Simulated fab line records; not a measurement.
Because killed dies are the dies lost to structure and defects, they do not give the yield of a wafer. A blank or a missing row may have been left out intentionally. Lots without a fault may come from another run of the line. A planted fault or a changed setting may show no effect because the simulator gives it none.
What tool caused it?	flow nand-harc	69 wafers from 23 lots sampled at 6 of the route's 1302 steps

## WHAT THE GAUGES READ, wafer by wafer
The record lacks any reading of a measuring or inspecting step that a usual standard deviation could be used to judge.

## TOOL THAT RAN EACH LOT (tool first, then ch and the chambers of the sampled wafers, then the start)
lot	NHARC_A_CONTACT_DESCUM_13	NHARC_A_CONTACT_ETCH_89	NHARC_A_CONTACT_ETCH_134	NHARC_A_CONTACT_ETCH_98	NHARC_A_CONTACT_ALD_18	NHARC_A_BLC_STRIP_29
L074	rie-diel-08 ch 0,1,3, day 22 21:56	rie-diel-08 ch 0,1,3, day 22 23:05 or earlier	har-cap-etch-03 ch 0,1, day 22 23:05	rie-diel-01 ch 0,1,2, day 23 02:05 or earlier	ald-metal-02 ch 1,2,3, day 23 02:05	rie-diel-03 ch 0,1,2, day 23 06:10
L075	rie-diel-08 ch 0,1,2, day 22 22:56	rie-diel-08 ch 0,2,3, day 23 00:36 or earlier	har-cap-etch-02 ch 0,1, day 23 00:36	rie-diel-01 ch 0,3, day 23 03:33 or earlier	ald-metal-04 ch 0,1,2, day 23 03:33	rie-diel-03 ch 0,1,3, day 23 06:47
L076	rie-diel-01 ch 0,1,3, day 23 07:59	rie-diel-01 ch 0,1,3, day 23 09:10 or earlier	har-cap-etch-01 ch 0,1, day 23 09:10	rie-diel-01 ch 1,2, day 23 12:07 or earlier	ald-metal-01 ch 0,1,2, day 23 12:07	rie-diel-12 ch 0,2, day 23 16:00
L077	rie-diel-10 ch 1,2,3, day 23 19:46	rie-diel-10 ch 0,1,2, day 23 20:56 or earlier	har-cap-etch-03 ch 0,1, day 23 20:56	rie-diel-01 ch 0,1,2, day 24 13:14 or earlier	ald-metal-01 ch 0,2,3, day 24 13:14	rie-diel-03 ch 0,1,3, day 24 16:37
L079	rie-diel-08 ch 0,1,3, day 24 03:59	rie-diel-08 ch 0,2,3, day 24 05:07 or earlier	har-cap-etch-03 ch 0,1, day 24 05:07	rie-diel-08 ch 2,3, day 24 08:52 or earlier	ald-metal-01 ch 0,1,3, day 24 08:52	rie-diel-03 ch 1,2,3, day 24 12:11
L078	rie-diel-08 ch 0,1,3, day 24 07:55	rie-diel-08 ch 0,3, day 24 09:07 or earlier	har-cap-etch-02 ch 0,1, day 24 09:07	rie-diel-08 ch 0,1,2, day 24 12:36 or earlier	ald-metal-02 ch 0,1, day 24 12:36	rie-diel-12 ch 0,2,3, day 24 15:45
L081	rie-diel-01 ch 0,2,3, day 25 10:19	rie-diel-01 ch 1,2,3, day 25 11:26 or earlier	har-cap-etch-03 ch 0,1, day 25 11:26	rie-diel-01 ch 0,1,2, day 25 14:26 or earlier	ald-metal-01 ch 0,1,2, day 25 14:26	rie-diel-03 ch 1,2,3, day 25 17:43
L080	rie-diel-10 ch 0,1,3, day 25 11:49	rie-diel-10 ch 0,1,2, day 25 12:59 or earlier	har-cap-etch-02 ch 0,1, day 25 12:59	rie-diel-08 ch 0,1,2, day 25 15:58 or earlier	ald-metal-04 ch 0,2,3, day 25 15:58	rie-diel-03 ch 1,2, day 25 19:08
L082	rie-diel-01 ch 2,3, day 25 15:35	rie-diel-01 ch 0,2,3, day 25 17:06 or earlier	har-cap-etch-03 ch 0,1, day 25 17:06	rie-diel-10 ch 1,2,3, day 25 20:08 or earlier	ald-metal-02 ch 1,2,3, day 25 20:08	rie-diel-03 ch 0,2,3, day 25 23:19
L086	rie-diel-01 ch 0,1,3, day 27 09:04	rie-diel-01 ch 1,2,3, day 27 10:37 or earlier	har-cap-etch-01 ch 0,1, day 27 10:37	rie-diel-08 ch 1,2,3, day 27 13:42 or earlier	ald-metal-04 ch 0,2,3, day 27 13:42	rie-diel-12 ch 0,1,2, day 27 16:48
L087	rie-diel-10 ch 0,1,2, day 27 15:53	rie-diel-10 ch 0,2,3, day 27 17:10 or earlier	har-cap-etch-03 ch 0,1, day 27 17:10	rie-diel-10 ch 0,1,3, day 27 20:10 or earlier	ald-metal-01 ch 0,2,3, day 27 20:10	rie-diel-03 ch 0,1,2, day 27 23:29
L085	rie-diel-08 ch 1,2,3, day 27 18:16	rie-diel-08 ch 0,1, day 27 19:46 or earlier	har-cap-etch-03 ch 0,1, day 27 19:46	rie-diel-08 ch 2,3, day 27 22:54 or earlier	ald-metal-04 ch 0,1,2, day 27 22:54	rie-diel-12 ch 1,2,3, day 28 02:16
L084	rie-diel-01 ch 1,3, day 28 03:53	rie-diel-01 ch 1,3, day 28 05:11 or earlier	har-cap-etch-02 ch 0,1, day 28 05:11	rie-diel-01 ch 1,2,3, day 28 08:11 or earlier	ald-metal-01 ch 0,2, day 28 08:11	rie-diel-12 ch 1,2,3, day 28 11:26
L091	rie-diel-01 ch 0,1,2, day 28 09:17	rie-diel-01 ch 0,1,2, day 28 10:23 or earlier	har-cap-etch-01 ch 0,1, day 28 10:23	rie-diel-08 ch 0,1,3, day 28 14:28 or earlier	ald-metal-02 ch 0,1,3, day 28 14:28	rie-diel-12 ch 0,2,3, day 28 17:50
L089	rie-diel-01 ch 1,2,3, day 28 11:17	rie-diel-01 ch 0,2,3, day 28 12:34 or earlier	har-cap-etch-02 ch 0,1, day 28 12:34	rie-diel-01 ch 0,1,2, day 28 15:34 or earlier	ald-metal-04 ch 1,2,3, day 28 15:34	rie-diel-12 ch 1,2,3, day 28 18:49
L088	rie-diel-08 ch 0,1, day 28 14:13	rie-diel-08 ch 0,1,2, day 28 15:47 or earlier	har-cap-etch-01 ch 0,1, day 28 15:47	rie-diel-08 ch 0,2, day 28 17:45	ald-metal-04 ch 0,3, day 28 18:56	rie-diel-07 ch 1,2,3, day 28 22:10
L090	rie-diel-01 ch 1,2,3, day 28 20:17	rie-diel-01 ch 1,2, day 28 21:29 or earlier	har-cap-etch-02 ch 0,1, day 28 21:29	rie-diel-01 ch 1,2,3, day 29 00:26 or earlier	ald-metal-02 ch 1,2, day 29 00:26	rie-diel-03 ch 0,1, day 29 03:38
L093	rie-diel-10 ch 1,2, day 29 20:21	rie-diel-10 ch 0,1, day 29 21:38 or earlier	har-cap-etch-01 ch 0,1, day 29 21:38	rie-diel-10 ch 0,1, day 30 00:37 or earlier	ald-metal-04 ch 0,1,2, day 30 00:37	rie-diel-12 ch 0,2,3, day 30 03:43
L092	rie-diel-01 ch 1,2,3, day 29 22:44	rie-diel-01 ch 0,1,2, day 29 23:51 or earlier	har-cap-etch-02 ch 0,1, day 29 23:51	rie-diel-01 ch 1,2,3, day 30 01:52	ald-metal-02 ch 0,1,2, day 30 03:01	rie-diel-07 ch 0,1,3, day 30 06:07
L094	rie-diel-01 ch 0,3, day 30 23:44	rie-diel-01 ch 2,3, day 31 00:58 or earlier	har-cap-etch-03 ch 0,1, day 31 00:58	rie-diel-10 ch 0,1,2, day 31 04:14 or earlier	ald-metal-04 ch 0,1,2, day 31 04:14	rie-diel-03 ch 1,2,3, day 31 07:19
L096	rie-diel-08 ch 0,2, day 31 20:35	rie-diel-08 ch 1,2,3, day 31 21:43 or earlier	har-cap-etch-02 ch 0,1, day 31 21:43	rie-diel-01 ch 0,1,2, day 32 01:58 or earlier	ald-metal-04 ch 0,2, day 32 01:58	rie-diel-12 ch 0,2,3, day 32 05:11
L097	rie-diel-01 ch 0,1,3, day 32 01:59	rie-diel-01 ch 0,1, day 32 03:20 or earlier	har-cap-etch-03 ch 0,1, day 32 03:20	rie-diel-01 ch 0,1,2, day 32 06:19 or earlier	ald-metal-02 ch 0,3, day 32 06:19	rie-diel-07 ch 0,1,2, day 32 09:27
L095	rie-diel-01 ch 0,1, day 32 02:22	rie-diel-01 ch 0,2, day 32 03:41 or earlier	har-cap-etch-01 ch 0,1, day 32 03:41	rie-diel-10 ch 1,2,3, day 32 06:41 or earlier	ald-metal-04 ch 0,1, day 32 06:41	rie-diel-03 ch 0,1, day 32 10:05
- NHARC_A_CONTACT_DESCUM_13: chemistry O2, time 3 s.
- NHARC_A_CONTACT_ETCH_89: etches the open film in N2/H2, target depth 260 nm, time 475.3 s.
- NHARC_A_CONTACT_ETCH_134: etches the open film in C4F8/O2/Ar, time 140 s, target depth 700 nm.
- NHARC_A_CONTACT_ETCH_98: etches the open film in C4F6/O2, target depth 20 nm, time 10 s.
- NHARC_A_CONTACT_ALD_18: deposits TiN, target thk 3 nm, pulse time 1 s, ald cycles 150.
- NHARC_A_BLC_STRIP_29: strips in CF4.

## AS READ BY THE TOOLS THEMSELVES (means over the sampled wafers that have a number; for cases with no such wafer, the mark the record gives instead)
NHARC_A_CONTACT_DESCUM_13. Usual: drypump-motor-current-A 5.8 A, standard deviation 0.41; oes-product-au 1.005 a.u., standard deviation 0.01; rf-vpp-V 57.7 V, standard deviation 0.78; showerhead-plenum-p-Torr 1.88 Torr, standard deviation 0.07; throttle-valve-pct 11.311 %, standard deviation 0.0096.
lot	tool	drypump-motor-current-A (A)	oes-product-au (a.u.)	rf-vpp-V (V)	showerhead-plenum-p-Torr (Torr)	throttle-valve-pct (%)	flag
L074	rie-diel-08	6.1	0.999	57.8	1.91	11.309	
L075	rie-diel-08	6.3	1.010	57.9	1.96	11.314	
L076	rie-diel-01	5.8	1.001	58.6	1.89	11.305	
L077	rie-diel-10	5.4	0.996	58.0	1.84	11.315	
L079	rie-diel-08	6.1	0.996	58.0	1.90	11.307	
L078	rie-diel-08	6.1	0.998	58.2	1.90	11.315	
L081	rie-diel-01	5.6	1.011	57.6	1.85	11.309	
L080	rie-diel-10	5.4	1.011	57.4	1.85	11.303	
L082	rie-diel-01	5.6	1.002	57.2	1.87	11.301	
L086	rie-diel-01	5.8	1.003	57.7	1.89	11.315	
L087	rie-diel-10	5.5	0.995	57.6	1.93	11.314	
L085	rie-diel-08	6.2	1.008	57.0	1.88	11.311	
L084	rie-diel-01	5.7	1.014	56.8	1.90	11.298	
L091	rie-diel-01	5.9	1.003	57.8	1.86	11.312	
L089	rie-diel-01	5.9	1.014	57.2	1.87	11.321	
L088	rie-diel-08	6.4	0.997	57.6	1.90	11.301	
L090	rie-diel-01	5.9	1.011	57.9	1.87	11.310	
L093	rie-diel-10	5.4	0.994	57.5	1.95	11.313	
L092	rie-diel-01	5.9	1.015	58.4	1.87	11.315	
L094	rie-diel-01	5.4	1.013	57.3	1.87	11.316	
L096	rie-diel-08	6.1	0.994	57.8	1.99	11.310	
L097	rie-diel-01	5.8	1.003	58.0	1.88	11.322	
L095	rie-diel-01	5.8	1.004	57.2	1.86	11.311	

NHARC_A_CONTACT_ETCH_89. Usual: drypump-motor-current-A 5.9 A, standard deviation 0.42; oes-product-au 1.004 a.u., standard deviation 0.011; rf-vpp-V 429.5 V, standard deviation 2.3; showerhead-plenum-p-Torr 2.01 Torr, standard deviation 0.074; throttle-valve-pct 14.169 %, standard deviation 0.01.
lot	tool	drypump-motor-current-A (A)	oes-product-au (a.u.)	rf-vpp-V (V)	showerhead-plenum-p-Torr (Torr)	throttle-valve-pct (%)	flag
L074	rie-diel-08	6.1	1.010	430.3	2.03	14.165	
L075	rie-diel-08	6.0	0.995	431.1	2.07	14.165	
L076	rie-diel-01	5.8	1.001	429.2	2.01	14.167	
L077	rie-diel-10	5.5	1.006	427.9	1.96	14.158	
L079	rie-diel-08	6.0	0.994	430.4	2.07	14.168	
L078	rie-diel-08	5.9	0.999	432.1	2.09	14.168	
L081	rie-diel-01	5.9	1.013	430.0	2.00	14.181	
L080	rie-diel-10	5.5	1.007	428.0	1.95	14.171	
L082	rie-diel-01	5.6	1.005	428.9	1.98	14.180	
L086	rie-diel-01	5.9	1.017	430.1	2.00	14.176	
L087	rie-diel-10	5.5	0.999	429.8	2.02	14.165	
L085	rie-diel-08	6.4	1.008	430.2	2.04	14.174	
L084	rie-diel-01	5.7	1.011	430.3	2.02	14.175	
L091	rie-diel-01	6.0	1.009	428.6	1.98	14.174	
L089	rie-diel-01	5.6	1.001	428.7	1.97	14.170	
L088	rie-diel-08	6.4	0.997	431.3	2.07	14.172	
L090	rie-diel-01	6.2	1.006	429.5	2.00	14.167	
L093	rie-diel-10	5.4	0.992	428.0	1.96	14.161	
L092	rie-diel-01	5.9	1.005	429.1	1.98	14.174	
L094	rie-diel-01	5.7	1.006	427.7	1.96	14.166	
L096	rie-diel-08	6.3	1.005	429.4	1.99	14.163	
L097	rie-diel-01	5.9	1.004	429.3	1.99	14.168	
L095	rie-diel-01	5.8	1.000	427.5	1.94	14.166	

NHARC_A_CONTACT_ETCH_98. Usual: drypump-motor-current-A 5.9 A, standard deviation 0.43; oes-product-au 0.959 a.u., standard deviation 0.022; rf-vpp-V 545.8 V, standard deviation 2.9; showerhead-plenum-p-Torr 3.87 Torr, standard deviation 0.14; throttle-valve-pct 26.903 %, standard deviation 0.0092.
lot	tool	drypump-motor-current-A (A)	oes-product-au (a.u.)	rf-vpp-V (V)	showerhead-plenum-p-Torr (Torr)	throttle-valve-pct (%)	flag
L074	rie-diel-01	5.9	0.952	545.1	3.84	26.910	
L075	rie-diel-01	5.5	0.948	545.4	3.84	26.895	
L076	rie-diel-01	6.2	0.942	545.6	3.88	26.900	
L077	rie-diel-01	5.9	0.968	545.7	3.83	26.901	
L079	rie-diel-08	6.0	0.932	545.0	3.85	26.906	
L078	rie-diel-08	6.4	0.941	548.5	4.00	26.891	
L081	rie-diel-01	5.9	0.952	545.7	3.83	26.904	
L080	rie-diel-08	6.4	0.961	547.8	3.99	26.907	
L082	rie-diel-10	5.5	0.954	543.8	3.76	26.909	
L086	rie-diel-08	6.3	0.962	544.7	3.86	26.903	
L087	rie-diel-10	5.4	0.942	543.9	3.79	26.904	
L085	rie-diel-08	5.9	0.952	545.5	3.84	26.902	
L084	rie-diel-01	5.9	0.948	544.5	3.85	26.907	
L091	rie-diel-08	6.1	0.983	545.9	3.88	26.905	
L089	rie-diel-01	5.9	0.955	544.3	3.82	26.893	
L088	rie-diel-08	6.3	0.955	549.1	4.05	26.908	
L090	rie-diel-01	5.9	0.970	545.5	3.85	26.904	
L093	rie-diel-10	5.4	0.934	544.3	3.79	26.899	
L092	rie-diel-01	5.9	0.958	545.8	3.85	26.903	
L094	rie-diel-10	5.4	0.994	546.6	3.94	26.896	
L096	rie-diel-01	5.9	0.997	545.0	3.81	26.902	
L097	rie-diel-01	6.0	0.958	544.5	3.81	26.910	
L095	rie-diel-10	5.4	1.008	546.8	3.92	26.908	

NHARC_A_CONTACT_ALD_18. Usual: heater-power-w 1075 W, standard deviation 120; precursor-pulse-height-rel 1.001, standard deviation 0.021.
lot	tool	heater-power-w (W)	precursor-pulse-height-rel	flag
L074	ald-metal-02	1118	0.996	
L075	ald-metal-04	1050	1.030	
L076	ald-metal-01	1185	1.001	
L077	ald-metal-01	1158	1.006	
L079	ald-metal-01	1107	0.985	
L078	ald-metal-02	1005	1.002	
L081	ald-metal-01	1186	1.009	
L080	ald-metal-04	1067	1.005	
L082	ald-metal-02	1117	0.990	
L086	ald-metal-04	1055	1.003	
L087	ald-metal-01	1192	1.013	
L085	ald-metal-04	1046	1.017	
L084	ald-metal-01	1290	1.006	
L091	ald-metal-02	1027	1.012	
L089	ald-metal-04	1050	0.985	
L088	ald-metal-04	944	1.022	
L090	ald-metal-02	1139	0.983	
L093	ald-metal-04	1023	0.988	
L092	ald-metal-02	1067	0.995	
L094	ald-metal-04	1018	0.976	
L096	ald-metal-04	1097	1.005	
L097	ald-metal-02	969	0.982	
L095	ald-metal-04	963	1.010	

NHARC_A_BLC_STRIP_29. Usual: drypump-motor-current-A 5.6 A, standard deviation 0.43; oes-product-au 0.998 a.u., standard deviation 0.01; rf-vpp-V 59.4 V, standard deviation 0.91; showerhead-plenum-p-Torr 1.78 Torr, standard deviation 0.071; throttle-valve-pct 13.283 %, standard deviation 0.009.
lot	tool	drypump-motor-current-A (A)	oes-product-au (a.u.)	rf-vpp-V (V)	showerhead-plenum-p-Torr (Torr)	throttle-valve-pct (%)	flag
L074	rie-diel-03	5.9	0.999	59.5	1.74	13.287	
L075	rie-diel-03	5.7	0.994	60.1	1.78	13.282	
L076	rie-diel-12	5.1	1.004	59.0	1.76	13.282	
L077	rie-diel-03	5.8	0.999	59.3	1.78	13.283	
L079	rie-diel-03	6.0	1.000	60.2	1.74	13.277	
L078	rie-diel-12	5.2	0.999	59.6	1.79	13.275	
L081	rie-diel-03	6.1	1.005	59.0	1.74	13.277	
L080	rie-diel-03	6.2	1.004	59.2	1.70	13.281	
L082	rie-diel-03	5.8	0.999	58.8	1.77	13.287	
L086	rie-diel-12	5.1	1.008	59.0	1.76	13.276	
L087	rie-diel-03	6.0	1.002	58.2	1.74	13.282	
L085	rie-diel-12	5.3	1.003	59.2	1.79	13.284	
L084	rie-diel-12	5.3	1.007	59.5	1.79	13.280	
L091	rie-diel-12	5.2	1.004	59.7	1.79	13.284	
L089	rie-diel-12	5.3	1.006	59.1	1.79	13.288	
L088	rie-diel-07	5.6	0.997	59.2	1.79	13.276	
L090	rie-diel-03	5.9	0.992	59.0	1.74	13.282	
L093	rie-diel-12	5.2	0.998	59.5	1.79	13.281	
L092	rie-diel-07	5.6	0.982	59.0	1.79	13.279	
L094	rie-diel-03	6.1	0.992	58.9	1.74	13.289	
L096	rie-diel-12	5.2	1.002	59.8	1.79	13.290	
L097	rie-diel-07	5.8	0.987	59.9	1.85	13.288	
L095	rie-diel-03	5.9	0.982	59.4	1.74	13.289	

## THE ANSWER, worked out from the rows above alone
Rule: a lot counts as off when the mean over its wafers that have a number is more than 3 standard deviations away from the usual mean. A lot without any number at a reading at which 4 lots or more have one is off too. Where the step has rows for the other lots, those lots are counted as sound. The gauges are gone through in route order, then the tools' own readings, and for those a lot's mean is taken as printed above. The first step at which some lot is off is used, and at that step the reading that is off furthest; a lot without a number counts as furthest.
No lot is off at any reading shown: from this, nothing can be told.

## WHAT THE SIMULATOR PUT IN
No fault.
